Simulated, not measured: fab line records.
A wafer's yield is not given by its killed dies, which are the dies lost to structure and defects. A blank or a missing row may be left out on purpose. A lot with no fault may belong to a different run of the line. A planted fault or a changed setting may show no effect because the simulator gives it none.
Which tool was responsible? ; flow n5Finfet ; Sampling: 24 lots, 72 wafers, 3 of 1938 route steps

## WHAT THE GAUGES SHOWED, per wafer
N5_BEOL_M4_CD_MEAS_11 targets a cd of 16.79 nm. Usual: cdNm 16.89 nm, standard deviation 0.24.
lot;measured;on;cdNm (nm);flag
L074;day 8 02:20;cdSem-02;16.88 17.29 17.06;
L075;day 8 05:26;cdSem-02;16.99 16.88 16.84;
L076;day 8 09:24;cdSem-03;16.85 17.09 16.73;
L078;day 8 15:16;cdSem-02;17.16 16.87 16.96;
L077;day 8 19:58;cdSem-02;17.12 16.86 16.77;
L079;day 8 20:04;cdSem-02;16.98 16.86 17.04;
L080;day 9 08:29;cdSem-01;17.10 16.83 16.58;
L081;day 9 10:17;cdSem-03;16.36 17.18 16.81;
L082;day 9 14:35;cdSem-01;17.01 16.77 16.78;
L083;day 10 03:58;cdSem-02;16.96 16.61 17.05;
L085;day 10 04:11;cdSem-03;16.65 16.80 17.15;
L084;day 10 05:37;cdSem-03;16.77 16.63 16.98;
L086;day 10 22:32;cdSem-01;17.30 16.71 17.11;
L087;day 11 09:25;cdSem-02;16.82 16.60 17.01;
L088;day 11 18:51;cdSem-01;16.74 16.83 16.89;
L090;day 11 22:02;cdSem-03;17.32 17.25 16.78;
L089;day 11 22:05;cdSem-03;16.86 16.74 16.97;
L092;day 12 00:51;cdSem-01;17.38 16.81 16.88;
L091;day 12 09:11;cdSem-03;17.04 16.33 16.59;
L093;day 12 09:25;cdSem-01;16.91 16.74 16.75;
L094;day 12 12:56;cdSem-01;16.42 17.09 16.70;
L095;day 13 14:44;cdSem-02;16.86 17.16 16.99;
L096;day 13 15:13;cdSem-02;17.11 16.47 16.90;
L097;day 13 18:01;cdSem-03;16.62 16.94 16.55;

## TOOL THAT RAN EACH LOT (tool first, then ch and the chambers of the sampled wafers, then the start)
lot;N5_BEOL_M3_ANNEAL_95;N5_BEOL_M4_HM_DEP_02
L074;pvdSputter-03, day 7 23:52;pvdSputter-01, day 8 01:49
L075;pvdSputter-02, day 8 03:25;pvdSputter-01, day 8 05:02
L076;pvdSputter-02, day 8 05:18;pvdSputter-02, day 8 09:01
L078;pvdSputter-01, day 8 13:13;pvdSputter-03, day 8 14:53
L077;pvdSputter-02, day 8 18:01;pvdSputter-02, day 8 19:34
L079;pvdSputter-01, day 8 18:01;pvdSputter-02, day 8 19:40
L080;pvdSputter-03, day 9 04:45;pvdSputter-01, day 9 08:05
L081;pvdSputter-03, day 9 08:28;pvdSputter-03, day 9 09:53
L082;pvdSputter-02, day 9 11:20;pvdSputter-01, day 9 14:11
L083;pvdSputter-02, day 10 00:12;pvdSputter-01, day 10 03:26
L085;pvdSputter-03, day 10 00:43;pvdSputter-01, day 10 03:39
L084;pvdSputter-03, day 10 03:30;pvdSputter-03, day 10 05:06
L086;pvdSputter-02, day 10 20:15;pvdSputter-02, day 10 22:01
L087;pvdSputter-02, day 11 06:12;pvdSputter-02, day 11 08:54
L088;pvdSputter-01, day 11 14:51;pvdSputter-03, day 11 18:28
L090;pvdSputter-03, day 11 17:20;pvdSputter-03, day 11 21:31
L089;pvdSputter-02, day 11 18:20;pvdSputter-03, day 11 21:37
L092;pvdSputter-02, day 11 21:14;pvdSputter-01, day 12 00:28
L091;pvdSputter-02, day 12 05:43;pvdSputter-02, day 12 08:48
L093;pvdSputter-03, day 12 06:02;pvdSputter-01, day 12 08:54
L094;pvdSputter-01, day 12 08:38;pvdSputter-02, day 12 12:25
L095;pvdSputter-03, day 13 12:16;pvdSputter-01, day 13 14:13
L096;pvdSputter-02, day 13 12:48;pvdSputter-02, day 13 14:49
L097;pvdSputter-03, day 13 15:06;pvdSputter-01, day 13 17:37
- N5_BEOL_M3_ANNEAL_95: time 240 s.
- N5_BEOL_M4_HM_DEP_02: deposits TiN, target thk 20 nm.

## AS READ BY THE TOOLS THEMSELVES (means over the sampled wafers that have a number; for cases with no such wafer, the mark the record gives instead)
N5_BEOL_M3_ANNEAL_95. Usual: heaterPowerW 818 W, standard deviation 78.
lot;tool;heaterPowerW (W);flag
L074;pvdSputter-03;812;
L075;pvdSputter-02;858;
L076;pvdSputter-02;772;
L078;pvdSputter-01;930;
L077;pvdSputter-02;829;
L079;pvdSputter-01;844;
L080;pvdSputter-03;858;
L081;pvdSputter-03;819;
L082;pvdSputter-02;827;
L083;pvdSputter-02;795;
L085;pvdSputter-03;837;
L084;pvdSputter-03;850;
L086;pvdSputter-02;767;
L087;pvdSputter-02;760;
L088;pvdSputter-01;837;
L090;pvdSputter-03;846;
L089;pvdSputter-02;785;
L092;pvdSputter-02;821;
L091;pvdSputter-02;779;
L093;pvdSputter-03;809;
L094;pvdSputter-01;950;
L095;pvdSputter-03;812;
L096;pvdSputter-02;754;
L097;pvdSputter-03;812;

N5_BEOL_M4_HM_DEP_02. Usual: throttleValvePct 30.0 %, standard deviation 0.84.
lot;tool;throttleValvePct (%);flag
L074;pvdSputter-01;30.3;
L075;pvdSputter-01;30.1;
L076;pvdSputter-02;30.4;
L078;pvdSputter-03;29.9;
L077;pvdSputter-02;28.9;
L079;pvdSputter-02;30.6;
L080;pvdSputter-01;29.8;
L081;pvdSputter-03;30.0;
L082;pvdSputter-01;30.4;
L083;pvdSputter-01;29.6;
L085;pvdSputter-01;30.1;
L084;pvdSputter-03;30.1;
L086;pvdSputter-02;29.6;
L087;pvdSputter-02;29.4;
L088;pvdSputter-03;30.0;
L090;pvdSputter-03;30.2;
L089;pvdSputter-03;30.2;
L092;pvdSputter-01;30.6;
L091;pvdSputter-02;29.3;
L093;pvdSputter-01;30.0;
L094;pvdSputter-02;29.8;
L095;pvdSputter-01;30.1;
L096;pvdSputter-02;29.4;
L097;pvdSputter-01;30.3;

## THE ANSWER, worked out from the rows above alone
Rule: lot off if the mean of its wafers having a number is beyond 3 standard deviations from the usual mean. Also off: a lot with no number at a reading for which 4 or more lots have one. All remaining lots with rows at the step are treated as sound. After the gauges, taken in route order, come the tools' own readings; for these a lot's mean is taken, as printed above. At the first step where some lot is off, the reading lying furthest off is the one used; lots without a number count as furthest.
No lot is off at any reading shown: from this, nothing can be told.

## WHAT THE SIMULATOR HAD PUT IN
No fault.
